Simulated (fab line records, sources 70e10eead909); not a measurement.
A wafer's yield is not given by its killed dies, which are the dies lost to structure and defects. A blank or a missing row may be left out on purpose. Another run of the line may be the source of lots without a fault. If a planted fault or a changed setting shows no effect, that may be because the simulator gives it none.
Matching of chambers :: flow nand harc :: NHARC_A_STAIRCASE_ETCH_444 on rie diel-11 has 4 sister chambers
The step etches the open film in C4F8/O2, target depth 20400 nm, time 6800 s. 14 wafers are shown with their chamber, then 7 later ones without.

WAFERS WITH THEIR CHAMBER
wafer: L082.2
chamber: 3
rf vpp V (V): 815
oes product au (a.u.): 0.933

wafer: L082.3
chamber: 0
rf vpp V (V): 804
oes product au (a.u.): 0.920

wafer: L082.4
chamber: 1
rf vpp V (V): 811
oes product au (a.u.): 0.917

wafer: L085.1
chamber: 3
rf vpp V (V): 814
oes product au (a.u.): 0.930

wafer: L085.3
chamber: 2
rf vpp V (V): 799
oes product au (a.u.): 0.933

wafer: L085.6
chamber: 0
rf vpp V (V): 804
oes product au (a.u.): 0.915

wafer: L088.3
chamber: 2
rf vpp V (V): 799
oes product au (a.u.): 0.927

wafer: L088.5
chamber: 3
rf vpp V (V): 816
oes product au (a.u.): 0.929

wafer: L088.6
chamber: 0
rf vpp V (V): 805
oes product au (a.u.): 0.931

wafer: L090.2
chamber: 3
rf vpp V (V): 815
oes product au (a.u.): 0.917

wafer: L090.4
chamber: 1
rf vpp V (V): 810
oes product au (a.u.): 0.915

wafer: L090.5
chamber: 3
rf vpp V (V): 816
oes product au (a.u.): 0.930

wafer: L091.1
chamber: 2
rf vpp V (V): 797
oes product au (a.u.): 0.922

wafer: L091.2
chamber: 3
rf vpp V (V): 815
oes product au (a.u.): 0.922

SIGNATURES (averages over the wafers above)
reading: rf vpp V
chamber 0: 804.33
chamber 1: 810.50
chamber 2: 798.33
chamber 3: 815.17
scatter within a chamber: 0.816

reading: oes product au
chamber 0: 0.92200
chamber 1: 0.91600
chamber 2: 0.92733
chamber 3: 0.92683
scatter within a chamber: 0.00616
Rule: a wafer's distance from a chamber is the root of the sum, over the readings, of the square of ((its reading less the chamber's mean) divided by the reading's scatter). If the next closest chamber is less than 2 further off than the closest, the wafer can't be placed; otherwise it belongs to the closest. The scatter: take each reading less its chamber's mean, square it, sum over the shown wafers, divide by the number of wafers less the number of chambers, and take the root.

WAFERS WHOSE CHAMBER IS MISSING
wafer: L091.3
rf vpp V (V): 810
oes product au (a.u.): 0.911

wafer: L093.1
rf vpp V (V): 804
oes product au (a.u.): 0.973

wafer: L093.3
rf vpp V (V): 815
oes product au (a.u.): 0.956

wafer: L093.4
rf vpp V (V): 814
oes product au (a.u.): 0.960

wafer: L096.2
rf vpp V (V): 808
oes product au (a.u.): 0.927

wafer: L096.3
rf vpp V (V): 803
oes product au (a.u.): 0.909

wafer: L096.6
rf vpp V (V): 809
oes product au (a.u.): 0.912

EACH ONE'S CHAMBER
wafer: L091.3
from the rows above: 1
in truth: 1

wafer: L093.1
from the rows above: can't be placed: 0 or 2
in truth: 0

wafer: L093.3
from the rows above: 3
in truth: 3

wafer: L093.4
from the rows above: 3
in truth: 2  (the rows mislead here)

wafer: L096.2
from the rows above: can't be placed: 1 or 0
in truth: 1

wafer: L096.3
from the rows above: 0
in truth: 0

wafer: L096.6
from the rows above: 1
in truth: 1
Placed correctly: 4 of 7. From these rows, 2 cannot be placed; in 2 the true chamber is one of the candidates. 1 placed wrongly.
